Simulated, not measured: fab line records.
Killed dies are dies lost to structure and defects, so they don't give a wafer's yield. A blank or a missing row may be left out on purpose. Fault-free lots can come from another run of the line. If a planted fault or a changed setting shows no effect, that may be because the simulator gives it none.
fab line records	flow n5-finfet
record: lots: 24	wafers: 72	last-day: 21
route steps=1938 shown SD_EPI_N@271 SD_EPI_P@322 ILD0@343 SDB@373 DUMMY_REMOVAL@377 HKMG_FIN@445
lots untouched by any fault: they come from a run of this same line in which no faults occurred
start-h: start of the lot's first displayed wafer, in hours after the record's first day	wait-h: hours since the lot's step before	" unchanged from the row above	L1.1+2: a single row standing in for several wafers	- value missing, or start not given	* or withheld: withheld	< > ~ a bound
route shown NAME@n: a module of which the file shows steps, and the number in the route of the first	usual: average and standard deviation across the fault-free wafers	same: alike in all rows	chamber/n: place in a boat	sites: readings site by site	_std_site: the values' standard deviation	_edge_site: inner sites' mean taken away from outer sites' mean	radius-mm: how far each site lies from the wafer's centre	mask NAME#n: copy n	behind: tool/chamber where the wafer was last shaped	hold: why the lot went on hold/how many hours it stayed there/how the hold came to an end	device: whichever transistor did not switch (one of n, p or np)	end of line: the same wafers' tests at the end of the route	a step with no rows: only its recipe	killed: dies lost to structure and defects at the first sort, not the wafer's yield	map: a wafer's dies, x killed, . not, _ none there
set.NAME: setting as actually run; set.NAME@STEP: the setting as run at that earlier step	model.NAME: the simulator's own value behind a step, which no gauge read
one table for each step of the route and one row for each wafer, over a sample of lots
services: the hour from which a tool's chamber was out of use, counted from the record's first day as start-h (under 0 if before that day), plus the number of hours and why
== steps ==
step: N5_SD_EPI_N_OVL_MEAS_10
recipe: points-per-wafer: 44
usual: SD_N_BLK_OVL: 0.4/0.84
lot.wafer	tool	chamber	start-h	wait-h	SD_N_BLK_OVL[nm]
L074.3	overlay-02	0	51.60	0.0	0.6
L074.4	"	0	"	"	2.4
L074.5	"	0	"	"	0.7
L075.1	overlay-01	0	54.44	0.0	-0.4
L075.4	"	0	"	"	-1.7
L075.5	"	0	"	"	-0.3
L076.2	overlay-01	0	59.65	0.0	0.4
L076.5	"	0	"	"	1.0
L076.6	"	0	"	"	0.5
L077.2	overlay-02	0	65.72	0.0	-1.2
L077.3	"	0	"	"	-0.4
L077.6	"	0	"	"	0.0
L078.1	overlay-02	0	73.84	0.0	0.5
L078.4	"	0	"	"	-1.7
L078.6	"	0	"	"	0.1
L079.2	overlay-01	0	78.33	0.0	-0.2
L079.3	"	0	"	"	1.1
L079.4	"	0	"	"	0.2
L080.2	overlay-01	0	88.32	0.0	-0.5
L080.4	"	0	"	"	-0.4
L080.5	"	0	"	"	0.5
L081.1	overlay-02	0	95.55	0.0	1.7
L081.2	"	0	"	"	1.3
L081.6	"	0	"	"	1.9
L082.1	overlay-01	0	100.25	0.0	0.3
L082.3	"	0	"	"	0.5
L082.6	"	0	"	"	1.2
L083.1	overlay-02	0	107.67	0.0	-0.2
L083.2	"	0	"	"	-0.5
L083.5	"	0	"	"	-0.6
L084.1	overlay-02	0	116.13	0.0	-0.6
L084.3	"	0	"	"	-0.6
L084.5	"	0	"	"	0.0
L085.2	overlay-02	0	120.68	0.0	-0.8
L085.3	"	0	"	"	-0.1
L085.6	"	0	"	"	-1.0
L086.3	overlay-01	0	125.88	0.0	0.1
L086.5	"	0	"	"	0.0
L086.6	"	0	"	"	0.3
L087.1	overlay-02	0	129.69	0.0	0.3
L087.2	"	0	"	"	0.8
L087.6	"	0	"	"	-0.4
L088.1	overlay-02	0	132.85	0.0	1.0
L088.5	"	0	"	"	0.8
L088.6	"	0	"	"	0.1
L089.1	overlay-02	0	139.05	0.0	0.6
L089.2	"	0	"	"	-1.0
L089.5	"	0	"	"	0.8
L090.2	overlay-02	0	145.43	0.0	0.7
L090.3	"	0	"	"	0.8
L090.6	"	0	"	"	0.8
L091.3	overlay-01	0	149.61	0.0	0.3
L091.4	"	0	"	"	0.5
L091.6	"	0	"	"	0.6
L092.3	overlay-02	0	155.69	0.0	0.1
L092.5	"	0	"	"	1.5
L092.6	"	0	"	"	0.8
L093.1	overlay-01	0	161.70	0.0	0.7
L093.3	"	0	"	"	1.2
L093.6	"	0	"	"	0.3
L094.1	overlay-01	0	171.17	0.0	-0.8
L094.3	"	0	"	"	-0.1
L094.4	"	0	"	"	0.5
L095.1	overlay-02	0	179.62	0.0	0.8
L095.3	"	0	"	"	0.8
L095.6	"	0	"	"	1.7
L096.1	overlay-02	0	180.58	0.0	0.6
L096.5	"	0	"	"	-1.5
L096.6	"	0	"	"	0.3
L097.2	overlay-02	0	188.92	0.0	1.9
L097.3	"	0	"	"	1.2
L097.6	"	0	"	"	2.0
step: N5_SD_EPI_P_EPI_MEAS_23
recipe: mode: xrd
usual: thk-nm: 61.1/1.2
lot.wafer	tool	chamber	start-h	wait-h	thk-nm
L074.3	film-metro-02	-	59.67	1.1	61.9
L074.4	"	-	"	"	59.4
L074.5	"	-	"	"	61.4
L075.1	film-metro-02	-	62.37	1.8	59.4
L075.4	"	-	"	"	61.9
L075.5	"	-	"	"	61.0
L076.2	film-metro-01	-	68.00	1.5	61.6
L076.5	"	-	"	"	61.2
L076.6	"	-	"	"	61.0
L077.2	film-metro-02	-	73.93	1.5	58.3
L077.3	"	-	"	"	60.7
L077.6	"	-	"	"	61.3
L078.1	film-metro-02	-	82.14	1.8	60.1
L078.4	"	-	"	"	61.7
L078.6	"	-	"	"	61.6
L079.2	film-metro-01	-	86.36	1.5	61.5
L079.3	"	-	"	"	61.5
L079.4	"	-	"	"	61.2
L080.2	film-metro-02	-	97.41	2.0	60.5
L080.4	"	-	"	"	62.0
L080.5	"	-	"	"	61.0
L081.1	film-metro-01	-	104.91	1.8	63.1
L081.2	"	-	"	"	61.6
L081.6	"	-	"	"	61.9
L082.1	film-metro-01	-	108.34	1.8	60.2
L082.3	"	-	"	"	61.0
L082.6	"	-	"	"	60.0
L083.1	film-metro-01	-	115.93	1.8	60.7
L083.2	"	-	"	"	60.5
L083.5	"	-	"	"	58.7
L084.1	film-metro-02	-	124.58	1.8	60.0
L084.3	"	-	"	"	63.0
L084.5	"	-	"	"	58.5
L085.2	film-metro-02	-	130.97	2.0	59.1
L085.3	"	-	"	"	61.5
L085.6	"	-	"	"	62.2
L086.3	film-metro-02	-	134.76	1.5	60.0
L086.5	"	-	"	"	60.7
L086.6	"	-	"	"	60.1
L087.1	film-metro-01	-	137.76	1.8	62.9
L087.2	"	-	"	"	63.0
L087.6	"	-	"	"	62.5
L088.1	film-metro-02	-	141.77	1.8	61.0
L088.5	"	-	"	"	61.5
L088.6	"	-	"	"	60.7
L089.1	film-metro-01	-	148.42	2.4	60.8
L089.2	"	-	"	"	63.1
L089.5	"	-	"	"	61.8
L090.2	film-metro-01	-	154.07	1.5	59.9
L090.3	"	-	"	"	59.7
L090.6	"	-	"	"	60.7
L091.3	film-metro-02	-	159.02	1.1	61.9
L091.4	"	-	"	"	62.4
L091.6	"	-	"	"	60.4
L092.3	film-metro-02	-	164.87	1.1	61.6
L092.5	"	-	"	"	62.0
L092.6	"	-	"	"	60.9
L093.1	film-metro-01	-	170.89	1.9	62.1
L093.3	"	-	"	"	61.7
L093.6	"	-	"	"	59.6
L094.1	film-metro-02	-	180.90	2.4	59.0
L094.3	"	-	"	"	59.8
L094.4	"	-	"	"	62.6
L095.1	film-metro-01	-	187.87	1.8	62.1
L095.3	"	-	"	"	62.3
L095.6	"	-	"	"	61.2
L096.1	film-metro-01	-	189.34	1.8	62.5
L096.5	"	-	"	"	61.1
L096.6	"	-	"	"	63.2
L097.2	film-metro-02	-	197.80	1.5	61.0
L097.3	"	-	"	"	59.9
L097.6	"	-	"	"	59.3
step: N5_ILD0_ALD_15
recipe: material: SiNx	target-thk-a: 240	temp-c: 400	ald-precursor-family: SiH2I2	ald-co-reactant: N2/H2-plasma	pulse-time-s: 1	ald-cycles: 480	purge-time-s: 2	co-reactant-purge-time-s: 2	pressure-torr: 2
usual: heater-power-w: 868/98	precursor-pulse-height-rel: 1.003/0.019
same: pulse-time-s: 1
lot.wafer	tool	chamber	start-h	wait-h	heater-power-w	precursor-pulse-height-rel
L074.3	ald-sin-01	2	70.47	0.4	1085	1.023
L074.4	"	0	"	"	923	1.021
L074.5	"	0	71.56	1.2	928	0.961
L075.1	ald-sin-02	1	70.83	0.6	859	1.012
L075.4	"	3	"	"	759	0.993
L075.5	"	2	71.92	1.2	831	1.036
L076.2	ald-sin-01	1	72.91	0.7	743	1.001
L076.5	"	0	74.00	1.5	944	0.985
L076.6	"	3	"	"	900	0.999
L077.2	ald-sin-03	2	78.82	0.5	927	1.008
L077.3	"	3	"	"	926	0.986
L077.6	"	1	79.91	1.1	806	1.043
L078.1	ald-sin-03	3	87.20	0.7	891	1.025
L078.4	"	1	"	"	820	0.999
L078.6	"	2	88.28	1.2	858	1.012
L079.2	ald-sin-03	0	93.29	0.7	771	0.986
L079.3	"	1	"	"	795	1.014
L079.4	"	2	"	"	872	1.033
L080.2	ald-sin-02	0	102.33	0.5	889	0.985
L080.4	"	1	"	"	886	1.013
L080.5	"	3	103.41	1.2	716	0.967
L081.1	ald-sin-02	2	110.76	0.6	839	0.983
L081.2	"	1	"	"	890	1.008
L081.6	"	1	111.84	1.1	888	0.996
L082.1	ald-sin-03	3	113.24	0.7	879	1.014
L082.3	"	0	"	"	758	1.035
L082.6	"	3	114.33	1.3	902	0.971
L083.1	ald-sin-03	0	120.59	0.6	777	0.978
L083.2	"	2	"	"	887	0.989
L083.5	"	0	121.68	1.2	772	0.989
L084.1	ald-sin-02	0	129.68	0.6	871	0.990
L084.3	"	2	"	"	841	1.031
L084.5	"	0	130.77	1.2	882	1.016
L085.2	ald-sin-03	3	136.08	0.6	907	0.976
L085.3	"	2	"	"	874	1.033
L085.6	"	1	137.16	1.3	831	0.992
L086.3	ald-sin-01	3	139.55	0.4	900	1.028
L086.5	"	2	140.63	1.2	1068	1.019
L086.6	"	3	"	"	909	0.979
L087.1	ald-sin-01	2	142.43	0.6	1085	1.018
L087.2	"	3	"	"	898	1.018
L087.6	"	0	143.52	1.1	929	0.994
L088.1	ald-sin-02	2	146.80	0.6	853	1.011
L088.5	"	1	147.89	1.2	874	0.982
L088.6	"	2	"	"	845	1.010
L089.1	ald-sin-02	2	153.52	0.6	844	1.001
L089.2	"	0	"	"	896	0.981
L089.5	"	2	154.60	1.2	852	0.973
L090.2	ald-sin-01	3	159.11	0.5	913	1.033
L090.3	"	1	"	"	731	0.968
L090.6	"	0	160.20	1.1	945	0.995
L091.3	ald-sin-01	2	163.92	0.4	1088	0.986
L091.4	"	3	"	"	883	1.004
L091.6	"	0	165.01	1.1	948	0.996
L092.3	ald-sin-01	3	170.17	0.4	888	0.977
L092.5	"	1	171.26	1.2	717	0.992
L092.6	"	2	"	"	1087	1.003
L093.1	ald-sin-01	0	176.15	0.7	938	0.967
L093.3	"	3	"	"	906	0.987
L093.6	"	2	177.24	1.3	1094	0.995
L094.1	ald-sin-01	2	185.59	0.6	1090	1.023
L094.3	"	1	"	"	746	1.032
L094.4	"	2	186.67	1.4	1055	0.997
L095.1	ald-sin-01	3	192.89	0.6	896	1.023
L095.3	"	2	"	"	1078	0.987
L095.6	"	3	193.98	1.1	894	1.014
L096.1	ald-sin-02	2	194.06	0.6	876	1.045
L096.5	"	2	195.15	1.2	856	1.008
L096.6	"	1	"	"	876	0.995
L097.2	ald-sin-03	2	203.18	0.5	833	1.000
L097.3	"	1	"	"	791	1.009
L097.6	"	3	204.27	1.1	899	1.001
step: N5_SDB_ALD_29
recipe: material: SiNx	target-thk-a: 300	temp-c: 400	ald-precursor-family: SiH2I2	ald-co-reactant: N2/H2-plasma	pulse-time-s: 1	ald-cycles: 600	purge-time-s: 2	co-reactant-purge-time-s: 2	pressure-torr: 2
usual: heater-power-w: 864/94	precursor-pulse-height-rel: 0.998/0.019
same: pulse-time-s: 1
lot.wafer	tool	chamber	start-h	wait-h	heater-power-w	precursor-pulse-height-rel
L074.3	ald-sin-04	2	74.62	0.0	945	0.993
L074.4	"	1	"	"	838	1.003
L074.5	"	0	75.98	1.4	768	1.004
L075.1	ald-sin-02	3	74.80	0.0	758	1.017
L075.4	"	2	"	"	835	1.017
L075.5	"	1	76.15	1.4	837	1.009
L076.2	ald-sin-01	3	76.67	0.0	905	0.982
L076.5	"	2	78.03	1.4	1076	0.966
L076.6	"	1	"	"	755	1.008
L077.2	ald-sin-04	0	82.73	0.0	749	0.991
L077.3	"	3	"	"	780	1.023
L077.6	"	2	84.08	1.4	942	0.993
L078.1	ald-sin-01	2	94.44	3.0	1073	0.969
L078.4	"	0	"	"	954	1.000
L078.6	"	3	95.79	4.3	883	0.992
L079.2	ald-sin-01	0	98.38	1.2	931	0.976
L079.3	"	1	"	"	729	0.989
L079.4	"	2	"	"	1069	1.010
L080.2	ald-sin-04	3	106.40	0.0	798	0.988
L080.4	"	1	"	"	831	0.991
L080.5	"	1	107.75	1.4	831	0.975
L081.1	ald-sin-04	3	115.89	0.0	810	0.970
L081.2	"	2	"	"	937	1.019
L081.6	"	3	117.25	1.4	795	1.001
L082.1	ald-sin-01	1	117.79	0.0	727	1.012
L082.3	"	3	"	"	873	0.996
L082.6	"	3	119.14	1.4	906	1.011
L083.1	ald-sin-04	0	124.49	0.0	758	1.014
L083.2	"	2	"	"	917	0.964
L083.5	"	2	125.85	1.4	911	0.993
L084.1	ald-sin-04	2	134.09	0.0	937	1.021
L084.3	"	0	"	"	768	1.008
L084.5	"	3	135.44	1.4	815	1.025
L085.2	ald-sin-02	3	140.58	0.0	712	0.998
L085.3	"	2	"	"	857	1.003
L085.6	"	3	141.93	1.4	721	0.987
L086.3	ald-sin-02	1	143.59	0.0	906	0.970
L086.5	"	2	144.94	1.4	834	1.002
L086.6	"	1	"	"	874	1.034
L087.1	ald-sin-01	3	147.47	0.5	890	1.017
L087.2	"	2	"	"	1086	1.033
L087.6	"	3	148.82	1.8	905	1.005
L088.1	ald-sin-01	2	151.22	0.0	1072	0.988
L088.5	"	2	152.57	1.4	1076	0.988
L088.6	"	3	"	"	889	0.980
L089.1	ald-sin-02	0	157.47	0.0	878	0.962
L089.2	"	2	"	"	872	0.995
L089.5	"	1	158.83	1.4	898	0.982
L090.2	ald-sin-02	1	163.75	0.0	890	0.995
L090.3	"	3	"	"	716	0.985
L090.6	"	0	165.11	1.4	871	0.983
L091.3	ald-sin-02	0	167.69	0.0	875	1.002
L091.4	"	1	"	"	861	0.994
L091.6	"	3	169.05	1.4	729	1.018
L092.3	ald-sin-02	0	174.07	0.0	881	1.015
L092.5	"	0	175.42	1.4	906	0.995
L092.6	"	1	"	"	897	1.006
L093.1	ald-sin-04	0	181.65	0.4	770	1.007
L093.3	"	1	"	"	843	0.969
L093.6	"	2	183.00	1.7	942	1.014
L094.1	ald-sin-04	0	189.65	0.2	774	0.974
L094.3	"	2	"	"	950	1.009
L094.4	"	3	"	"	816	0.976
L095.1	ald-sin-04	0	197.23	0.0	772	0.983
L095.3	"	2	"	"	920	1.066
L095.6	"	1	198.59	1.4	859	1.008
L096.1	ald-sin-01	1	198.23	0.0	731	0.967
L096.5	"	2	199.58	1.4	1073	0.974
L096.6	"	1	"	"	740	1.013
L097.2	ald-sin-02	3	209.20	0.0	709	0.989
L097.3	"	2	"	"	857	1.009
L097.6	"	0	210.55	1.4	884	0.993
step: N5_DUMMY_REMOVAL_HM_STRIP_01
recipe: chemistry: CH3F/O2	material: SiNx	target-depth-a: 40	stop-on: poly-Si	time-s: 6.8	over-etch-frac: 0.3	ion-energy-ev: 60	power-w: 410	bias-w: 29	Ar_flow_sccm: 150	CH3F_flow_sccm: 30	O2_flow_sccm: 20
usual: drypump-motor-current-A: 5.7/0.34	oes-product-au: 0.62/0.052	rf-vpp-V: 127.4/1.1	showerhead-plenum-p-Torr: 2.00/0.075	throttle-valve-pct: 16.4/0.35
lot.wafer	tool	chamber	start-h	wait-h	drypump-motor-current-A	oes-product-au	rf-hours-counter-h	rf-vpp-V	showerhead-plenum-p-Torr	throttle-valve-pct
L074.3	rie-diel-06	3	77.71	0.0	5.3	0.56	228	127.4	1.90	16.9
L074.4	"	0	"	"	5.7	0.58	236	127.3	1.98	16.4
L074.5	"	1	"	"	5.6	0.66	-	128.7	1.96	16.8
L075.1	rie-diel-06	3	77.88	0.0	5.4	0.56	228	125.8	1.90	16.9
L075.4	"	2	"	"	5.8	0.62	140	128.4	2.10	16.0
L075.5	"	0	"	"	5.7	0.58	-	126.4	1.98	16.4
L076.2	rie-diel-06	3	79.76	0.0	5.4	0.56	229	127.1	1.90	16.9
L076.5	"	1	"	"	5.6	0.65	-	126.4	1.96	16.8
L076.6	"	0	"	"	5.7	0.58	-	127.3	1.98	16.4
L077.2	rie-diel-02	0	85.82	0.0	5.8	0.70	42	127.6	1.97	16.3
L077.3	"	2	"	"	5.9	0.60	159	126.5	1.92	16.7
L077.6	"	0	"	"	5.8	0.71	-	127.0	1.97	16.4
L078.1	rie-diel-03	3	97.53	0.0	6.5	0.64	106	127.6	2.04	16.3
L078.4	"	1	"	"	5.9	0.60	190	126.5	2.07	16.3
L078.6	"	3	"	"	6.5	0.64	-	127.5	2.04	16.3
L079.2	rie-diel-02	3	101.55	0.1	5.4	0.75	12	128.1	2.13	15.9
L079.3	"	0	"	"	5.8	0.69	45	126.8	1.97	16.4
L079.4	"	2	"	"	5.9	0.59	162	127.7	1.92	16.6
L080.2	rie-diel-06	0	109.48	0.0	5.7	0.58	240	127.3	1.98	16.4
L080.4	"	3	"	"	5.4	0.55	232	127.3	1.90	16.9
L080.5	"	2	"	"	5.8	0.61	-	128.2	2.10	16.0
L081.1	rie-diel-06	2	118.98	0.0	5.8	0.61	145	128.4	2.10	16.0
L081.2	"	3	"	"	5.4	0.56	234	127.8	1.90	16.9
L081.6	"	2	"	"	5.8	0.61	-	127.7	2.10	16.0
L082.1	rie-diel-03	1	120.94	0.1	5.9	0.60	195	128.2	2.06	16.3
L082.3	"	3	"	"	6.5	0.64	110	128.1	2.04	16.4
L082.6	"	3	"	"	6.5	0.64	-	126.4	2.04	16.4
L083.1	rie-diel-06	2	127.58	0.0	5.8	0.61	148	128.8	2.10	16.0
L083.2	"	3	"	"	5.4	0.55	236	126.2	1.90	16.9
L083.5	"	2	"	"	5.8	0.61	-	128.3	2.10	16.0
L084.1	rie-diel-02	2	137.18	0.0	5.9	0.59	169	126.7	1.92	16.7
L084.3	"	3	"	"	5.4	0.72	19	130.2	2.13	15.9
L084.5	"	0	"	"	5.8	0.69	-	127.7	1.97	16.4
L085.2	rie-diel-06	2	143.67	0.0	5.8	0.61	152	128.7	2.09	16.0
L085.3	"	3	"	"	5.4	0.55	240	126.3	1.90	16.9
L085.6	"	1	"	"	5.7	0.65	-	125.5	1.96	16.8
L086.3	rie-diel-06	1	146.91	0.1	5.7	0.65	118	128.2	1.96	16.8
L086.5	"	3	"	"	5.4	0.55	-	126.2	1.90	16.9
L086.6	"	0	"	"	5.7	0.57	-	127.1	1.98	16.4
L087.1	rie-diel-03	1	150.55	0.0	5.9	0.60	202	129.1	2.06	16.3
L087.2	"	2	"	"	6.0	0.59	176	128.6	1.90	16.0
L087.6	"	1	"	"	5.9	0.59	-	127.7	2.06	16.3
L088.1	rie-diel-06	1	154.32	0.0	5.7	0.64	121	125.3	1.95	16.8
L088.5	"	1	"	"	5.7	0.65	-	128.4	1.96	16.9
L088.6	"	2	"	"	5.8	0.60	-	127.9	2.09	16.0
L089.1	rie-diel-06	2	160.62	0.1	5.8	0.60	159	129.5	2.09	16.0
L089.2	"	3	"	"	5.4	0.55	247	126.2	1.90	16.9
L089.5	"	3	"	"	5.4	0.55	-	127.9	1.89	16.9
L090.2	rie-diel-06	2	166.84	0.0	5.8	0.60	162	129.1	2.09	16.0
L090.3	"	3	"	"	5.4	0.55	249	125.4	1.89	16.9
L090.6	"	1	"	"	5.6	0.64	-	127.2	1.95	16.8
L091.3	rie-diel-02	0	170.94	0.2	5.8	0.68	64	125.8	1.97	16.4
L091.4	"	3	"	"	5.4	0.71	31	128.6	2.12	15.9
L091.6	"	0	"	"	5.8	0.67	-	125.5	1.97	16.4
L092.3	rie-diel-02	1	177.18	0.0	4.8	0.62	151	129.1	2.03	16.7
L092.5	"	1	"	"	4.8	0.62	-	126.6	2.03	16.7
L092.6	"	0	"	"	5.8	0.67	-	128.2	1.97	16.4
L093.1	rie-diel-02	1	184.83	0.1	4.8	0.63	153	126.3	2.03	16.7
L093.3	"	3	"	"	5.4	0.70	36	128.6	2.12	16.0
L093.6	"	2	"	"	5.9	0.58	-	125.8	1.92	16.7
L094.1	rie-diel-03	3	192.83	0.1	6.5	0.61	134	126.8	2.03	16.4
L094.3	"	2	"	"	6.0	0.58	192	126.1	1.90	16.0
L094.4	"	1	"	"	5.9	0.58	218	128.2	2.06	16.3
L095.1	rie-diel-03	3	200.32	0.0	6.5	0.62	136	126.4	2.03	16.4
L095.3	"	1	"	"	5.9	0.58	220	126.0	2.06	16.3
L095.6	"	2	"	"	6.0	0.58	-	126.7	1.90	16.0
L096.1	rie-diel-06	1	201.32	0.0	5.7	0.63	142	128.5	1.95	16.9
L096.5	"	2	"	"	5.8	0.59	-	127.3	2.09	16.1
L096.6	"	0	"	"	5.7	0.76	-	127.7	1.98	15.9
L097.2	rie-diel-02	1	212.29	0.0	4.8	0.62	165	127.0	2.03	16.7
L097.3	"	2	"	"	5.9	0.58	195	129.8	1.91	16.7
L097.6	"	0	"	"	5.8	0.66	-	125.7	1.96	16.4
step: N5_HKMG_FIN_STRIP_89
recipe: chemistry: N2/H2	material: SOC	time-s: 20	power-w: 500	temp-c: 40	pressure-mtorr: 50	rf-frequency-hz: 6e+07	bias-power-w: 8	h2-frac: 0.5	n2-flow-sccm: 300	h2-flow-sccm: 300
usual: drypump-motor-current-A: 6.0/0.4	oes-product-au: 0.78/0.081	power-w: 499.9/1.6	rf-vpp-V: 54.3/0.86	showerhead-plenum-p-Torr: 3.42/0.099	throttle-valve-pct: 19.1/0.43
lot.wafer	tool	chamber	start-h	wait-h	drypump-motor-current-A	oes-product-au	power-w	rf-hours-counter-h	rf-vpp-V	showerhead-plenum-p-Torr	throttle-valve-pct
L074.3	rie-diel-01	0	84.54	0.0	6.2	0.86	499.1	44	53.6	3.60	19.6
L074.4	"	3	"	"	6.4	0.74	501.2	139	54.9	3.36	18.8
L074.5	"	3	"	"	6.5	0.73	502.6	-	54.4	3.36	18.8
L075.1	rie-diel-01	2	84.86	0.0	5.5	0.75	499.6	144	53.5	3.38	18.8
L075.4	"	3	"	"	6.4	0.74	501.6	139	54.1	3.36	18.8
L075.5	"	2	"	"	5.5	0.76	498.9	-	54.5	3.38	18.8
L076.2	rie-diel-01	1	86.00	0.0	5.9	0.70	500.7	202	54.5	3.31	19.4
L076.5	"	0	"	"	6.2	0.87	501.2	-	54.8	3.60	19.6
L076.6	"	1	"	"	5.9	0.69	501.4	-	54.7	3.31	19.4
L077.2	rie-diel-04	3	92.08	0.0	5.6	0.73	499.7	215	55.3	3.46	18.9
L077.3	"	2	"	"	5.7	0.81	500.3	68	54.4	3.38	18.8
L077.6	"	0	"	"	5.1	0.71	499.6	-	55.3	3.34	19.3
L078.1	rie-diel-01	2	104.46	0.0	5.6	0.75	499.4	150	56.2	3.37	18.9
L078.4	"	1	"	"	6.0	0.69	499.6	208	54.1	3.31	19.4
L078.6	"	2	"	"	5.6	0.76	497.8	-	56.2	3.37	18.8
L079.2	rie-diel-01	1	108.50	0.0	6.0	0.69	499.7	210	53.3	3.31	19.5
L079.3	"	3	"	"	6.5	0.73	497.6	147	53.8	3.36	18.8
L079.4	"	2	"	"	5.6	0.75	498.0	152	54.4	3.37	18.8
L080.2	rie-diel-04	0	117.14	0.0	5.1	0.71	500.5	220	54.0	3.33	19.3
L080.4	"	1	"	"	6.3	0.93	499.5	16	54.5	3.46	19.7
L080.5	"	1	"	"	6.3	0.94	498.3	-	54.0	3.46	19.7
L081.1	rie-diel-01	1	125.92	0.0	5.9	0.70	501.2	211	55.1	3.31	19.5
L081.2	"	3	"	"	6.4	0.74	501.4	148	53.8	3.36	18.8
L081.6	"	1	"	"	5.9	0.70	500.1	-	52.5	3.31	19.4
L082.1	rie-diel-01	2	127.40	0.0	5.5	0.76	501.3	154	54.8	3.37	18.8
L082.3	"	0	"	"	6.2	0.85	501.4	54	53.6	3.59	19.6
L082.6	"	3	"	"	6.4	0.73	501.0	-	54.3	3.36	18.8
L083.1	rie-diel-05	2	134.35	0.0	5.8	0.89	499.6	27	54.0	3.43	19.0
L083.2	"	3	"	"	6.7	0.95	502.3	4	54.3	3.55	18.3
L083.5	"	0	"	"	5.7	0.85	499.4	-	54.6	3.53	18.2
L084.1	rie-diel-01	1	143.95	0.0	5.9	0.68	501.9	217	53.1	3.31	19.5
L084.3	"	3	"	"	6.4	0.73	500.5	154	53.5	3.35	18.8
L084.5	"	2	"	"	5.6	0.74	497.7	-	54.0	3.37	18.9
L085.2	rie-diel-04	3	151.25	0.0	5.7	0.72	501.0	233	54.3	3.45	19.0
L085.3	"	1	"	"	6.3	0.92	498.3	27	54.9	3.45	19.7
L085.6	"	1	"	"	6.3	0.92	501.9	-	55.8	3.45	19.7
L086.3	rie-diel-01	0	154.34	0.0	6.2	0.83	498.6	64	54.3	3.59	19.6
L086.5	"	3	"	"	6.4	0.73	501.1	-	53.7	3.35	18.8
L086.6	"	2	"	"	5.6	0.74	501.0	-	55.3	3.37	18.9
L087.1	rie-diel-04	3	157.37	0.0	5.7	0.72	498.4	236	55.2	3.45	19.0
L087.2	"	1	"	"	6.3	0.92	498.6	29	54.6	3.45	19.7
L087.6	"	0	"	"	5.1	0.70	501.0	-	55.0	3.32	19.4
L088.1	rie-diel-05	1	160.83	0.0	6.2	0.94	500.7	7	55.3	3.59	19.7
L088.5	"	2	"	"	5.8	0.87	497.0	-	54.5	3.43	19.0
L088.6	"	3	"	"	6.7	0.92	499.9	-	53.1	3.55	18.3
L089.1	rie-diel-04	3	167.55	0.0	5.6	0.71	496.7	240	52.4	3.45	19.0
L089.2	"	1	"	"	6.3	0.90	496.9	33	52.2	3.45	19.7
L089.5	"	1	"	"	6.3	0.90	499.3	-	55.0	3.45	19.7
L090.2	rie-diel-04	1	173.52	0.0	6.3	0.90	499.6	36	54.6	3.44	19.8
L090.3	"	3	"	"	5.7	0.71	498.8	242	55.6	3.45	19.0
L090.6	"	3	"	"	5.7	0.72	497.5	-	54.1	3.45	19.0
L091.3	rie-diel-05	3	177.54	0.0	6.7	0.91	499.2	22	54.5	3.54	18.3
L091.4	"	0	"	"	5.7	0.84	501.6	58	55.9	3.52	18.2
L091.6	"	0	"	"	5.7	0.83	503.5	-	55.0	3.52	18.2
L092.3	rie-diel-01	1	184.35	0.0	5.9	0.67	499.6	235	53.7	3.30	19.5
L092.5	"	3	"	"	6.5	0.72	502.6	-	55.0	3.35	18.8
L092.6	"	0	"	"	6.3	0.82	499.4	-	55.2	3.58	19.6
L093.1	rie-diel-05	3	191.14	0.0	6.8	0.89	499.1	27	54.7	3.54	18.3
L093.3	"	2	"	"	5.8	0.85	497.3	49	53.9	3.42	19.0
L093.6	"	0	"	"	5.7	0.83	500.0	-	54.9	3.51	18.3
L094.1	rie-diel-01	2	199.37	0.0	5.5	0.73	502.3	182	53.3	3.36	18.9
L094.3	"	0	"	"	6.2	0.81	503.1	83	52.5	3.57	19.6
L094.4	"	3	"	"	6.4	0.72	501.3	175	53.2	3.34	18.8
L095.1	rie-diel-01	1	206.71	0.0	5.9	0.67	500.0	245	54.0	3.29	19.5
L095.3	"	0	"	"	6.2	0.81	500.9	86	56.0	3.57	19.6
L095.6	"	3	"	"	6.4	0.72	499.3	-	54.1	3.34	18.8
L096.1	rie-diel-01	1	208.86	0.0	6.0	0.66	498.9	246	52.5	3.29	19.5
L096.5	"	0	"	"	6.2	0.81	498.5	-	54.8	3.57	19.6
L096.6	"	1	"	"	6.0	0.66	498.5	-	53.9	3.29	19.5
L097.2	rie-diel-01	0	219.29	0.0	6.2	0.79	500.0	92	54.2	3.57	19.6
L097.3	"	3	"	"	6.5	0.71	499.8	184	54.0	3.34	18.9
L097.6	"	1	"	"	6.0	0.65	500.5	-	54.4	3.29	19.5
== services ==
tool	chamber	start-h	hours	kind
rie-diel-02	-	48.24	1.3	repair
ald-sin-04	-	55.95	1.2	repair
ald-sin-01	-	79.38	14.6	pm
rie-diel-02	1	82.56	4.2	repair
rie-diel-06	-	82.88	0.7	repair
ald-sin-02	-	85.25	14.0	pm
ald-sin-02	0	85.25	14.0	vent-cycle
ald-sin-02	1	85.25	14.0	vent-cycle
ald-sin-02	2	85.25	14.0	vent-cycle
ald-sin-02	3	85.25	14.0	vent-cycle
rie-diel-05	-	89.99	15.6	pm
ald-sin-02	0	99.25	-	clean
ald-sin-02	1	99.25	-	clean
rie-diel-01	-	109.73	14.6	pm
rie-diel-03	2	118.77	6.3	repair
ald-sin-02	3	153.43	5.9	repair
rie-diel-01	3	166.05	3.5	repair
ald-sin-04	-	171.41	6.1	pm
ald-sin-03	-	176.77	14.0	pm
rie-diel-06	3	179.10	4.1	repair
ald-sin-02	3	198.27	6.7	repair
rie-diel-04	1	200.64	69.6	repair
rie-diel-04	3	203.83	8.1	repair
rie-diel-01	-	214.57	2.8	pm
== key ==
fault none
